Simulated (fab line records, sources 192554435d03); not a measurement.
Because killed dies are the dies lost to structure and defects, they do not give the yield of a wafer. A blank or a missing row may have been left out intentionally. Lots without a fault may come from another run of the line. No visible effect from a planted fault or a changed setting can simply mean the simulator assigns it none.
The tool behind it: which one? ; flow n5-finfet ; Sampling: 9 lots, 27 wafers, 5 of 1938 route steps

== WHAT THE GAUGES SHOWED, per wafer ==
N5_BEOL_M4_RC_MEAS_101.
lot;measured;on;DIBL_N (mV/V)
L789;day 9 11:10;prober-01;39.2 37.5 33.2
L791;day 10 02:23;prober-02;37.3 33.2 34.2
L798;day 11 09:17;prober-02;36.3 37.3 36.5
L799;day 11 17:17;prober-02;34.1 33.8 33.7
L800;day 11 14:56;prober-01;32.7 36.4 33.4
L806;day 13 05:08;prober-02;36.2 36.8 35.7
L807;day 13 13:35;prober-02;38.5 39.1 37.1
L809;day 14 07:06;prober-01;37.4 37.4 38.9
L812;day 14 16:10;prober-01;37.0 36.8 38.7

== WHAT TOOL EACH LOT RAN ON (gives the tool, then ch and the chambers of the sampled wafers, and finally the start) ==
lot;N5_BEOL_M3_STRIP_66;N5_BEOL_M3_DESCUM_33;N5_BEOL_M3_ALD_98;N5_BEOL_M3_ETCHBACK_99
L789;rie-diel-06 ch 1,2, day 8 08:41;rie-diel-01 ch 0,2,3, day 8 09:22;ald-sin-01 ch 0,1,2, day 8 09:29;rie-diel-06 ch 0,2,3, day 8 16:26
L791;rie-diel-03 ch 0,2,3, day 8 17:45;rie-diel-06 ch 2,3, day 8 18:32;ald-sin-03 ch 0,3, day 8 18:57;rie-diel-03 ch 0,2,3, day 8 20:13
L798;rie-diel-03 ch 0,1,3, day 9 15:09;rie-diel-03 ch 0,1,3, day 9 15:49;ald-sin-01 ch 0,2,3, day 9 15:57;rie-diel-06 ch 0,1,3, day 10 05:55
L799;rie-diel-03 ch 1,2,3, day 10 06:21;rie-diel-01 ch 1,3, day 10 07:08;ald-sin-03 ch 2,3, day 10 07:16;rie-diel-03 ch 1,2,3, day 10 19:33
L800;rie-diel-03 ch 1,2,3, day 10 11:02;rie-diel-03 ch 0,2,3, day 10 11:41;ald-sin-03 ch 1,2,3, day 10 12:04;rie-diel-03 ch 0,2,3, day 10 21:50
L806;rie-diel-03 ch 0,2,3, day 11 22:26;rie-diel-06 ch 0,1,3, day 11 23:06;ald-sin-03 ch 0,1,3, day 11 23:14;rie-diel-06 ch 1,2,3, day 12 05:46
L807;rie-diel-01 ch 0,2,3, day 12 15:07;rie-diel-06 ch 1,2, day 12 15:57;ald-sin-03 ch 1,2, day 12 16:14;rie-diel-06 ch 1,2, day 12 18:37
L809;rie-diel-06 ch 0,3, day 12 16:22;rie-diel-01 ch 0,3, day 12 17:02;ald-sin-01 ch 0,1, day 12 17:10;rie-diel-06 ch 0,2,3, day 13 03:55
L812;rie-diel-06 ch 0,3, day 13 05:58;rie-diel-01 ch 2,3, day 13 06:42;ald-sin-02 ch 1,2,3, day 13 07:21;rie-diel-01 ch 1,3, day 13 21:34
- N5_BEOL_M3_STRIP_66: strips in CF4.
- N5_BEOL_M3_DESCUM_33: chemistry O2, time 7 s.
- N5_BEOL_M3_ALD_98: deposits SiO2, target thk 2.5 nm, pulse time 1 s, co reactant pulse time 1 s.
- N5_BEOL_M3_ETCHBACK_99: etches SiO2 in CHF3, target depth 5 nm, time 10.4 s.

== THE ANSWER, worked out from the rows above alone ==
Rule: the lots themselves supply what counts as usual. The widest of any qualifying gaps counts: lots, ordered by their means at a reading, are off when they make up no more than a third of the lots, leave a main group of 4 or more, and stand apart from it by 3 or more times the standard deviation of that group's means. A main group is skipped when, at the precision printed for the reading in the tables above, its means are all equal. Also off: a lot with no number at a reading for which 4 or more lots have one. The other lots that the step has rows for count as sound.
Across all readings shown, no lot is off: no conclusion can be drawn from this.

== WHAT THE SIMULATOR HAD INSERTED ==
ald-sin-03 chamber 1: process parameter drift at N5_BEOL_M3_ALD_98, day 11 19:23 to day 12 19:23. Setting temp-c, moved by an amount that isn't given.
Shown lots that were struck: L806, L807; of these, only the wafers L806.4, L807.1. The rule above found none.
